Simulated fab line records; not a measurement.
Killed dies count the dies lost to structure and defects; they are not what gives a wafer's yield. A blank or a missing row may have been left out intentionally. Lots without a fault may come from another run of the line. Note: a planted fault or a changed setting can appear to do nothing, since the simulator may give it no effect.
The same fault as seen by 2 desks :: flow n5 finfet :: each desk holds nothing but its own numbers, with what lay behind them at the end

== THE TOOL OWNER'S DESK: epi rpcvd-02 ==
The tool's own readings at N5_PMOS_HMC_CHANNEL_EPI_EPI_26 (deposits Si from SiH4/H2, target thk 3.8 nm, time 22.7 s): means of the sampled wafers that have a number, for each lot that ran on this tool. Marked OUT: a lot whose mean sits more than 4 standard deviations from the usual mean, which makes it out of limits; the brackets give that distance.
Columns: A = chamber pressure Torr at N5_PMOS_HMC_CHANNEL_EPI_EPI_26, usual 20.01 Torr; B = throttle valve pct at N5_PMOS_HMC_CHANNEL_EPI_EPI_26, usual 10.98 %
lot: L722
first seen here: day 3 02:04
A: 20.04
B: 11.25

lot: L727
first seen here: day 4 07:57
A: 20.01
B: 11.14

lot: L728
first seen here: day 4 14:20
A: 20.01
B: 11.24
Finding of this desk: none of the 3 lots has anything out of limits.

== THE METROLOGY DESK ==
What the gauges read, lot by lot, whatever tool the lot ran on: means of the sampled wafers that have a number. Marked OUT: a lot whose mean sits more than 4 standard deviations from the usual mean, which makes it out of limits; the brackets give that distance. 7 of its 10 readings are shown, namely those furthest out on some lot.
Columns: A = DIBL_N at N5_BEOL_M4_RC_MEAS_101, usual 36.3 mV/V; B = IOFF_N at N5_BEOL_M4_RC_MEAS_101, usual 0.16 nA/um; C = IOFF_P at N5_BEOL_M4_RC_MEAS_101, usual 0.21 nA/um; D = ION_N at N5_BEOL_M4_RC_MEAS_101, usual 675 uA/um; E = ION_P at N5_BEOL_M4_RC_MEAS_101, usual 464 uA/um; F = SS_N at N5_BEOL_M4_RC_MEAS_101, usual 71.5 mV/dec; G = VT_P at N5_BEOL_M4_RC_MEAS_101, usual -250 mV
lot: L722
first seen here: day 9 00:59
A: 34.6
B: 0.15
C: 0.23
D: 676
E: 469
F: 71.2
G: -247

lot: L727
first seen here: day 9 22:16
A: 34.4
B: 0.13
C: 0.18
D: 681
E: 466
F: 71.3
G: -254

lot: L728
first seen here: day 13 07:28
A: 36.3
B: 0.16
C: 0.21
D: 690
E: 469
F: 70.8
G: -248

lot: L740
first seen here: day 15 04:50
A: 36.1
B: 0.15
C: 0.21
D: 659
E: 457
F: 71.2
G: -251
Finding of this desk: none of the 4 lots has anything out of limits.

== ALL TOGETHER ==
The tool owner's desk saw nothing out of limits.
Nothing out of limits was seen by the metrology desk.

== WHAT WAS PUT IN BY THE SIMULATOR ==
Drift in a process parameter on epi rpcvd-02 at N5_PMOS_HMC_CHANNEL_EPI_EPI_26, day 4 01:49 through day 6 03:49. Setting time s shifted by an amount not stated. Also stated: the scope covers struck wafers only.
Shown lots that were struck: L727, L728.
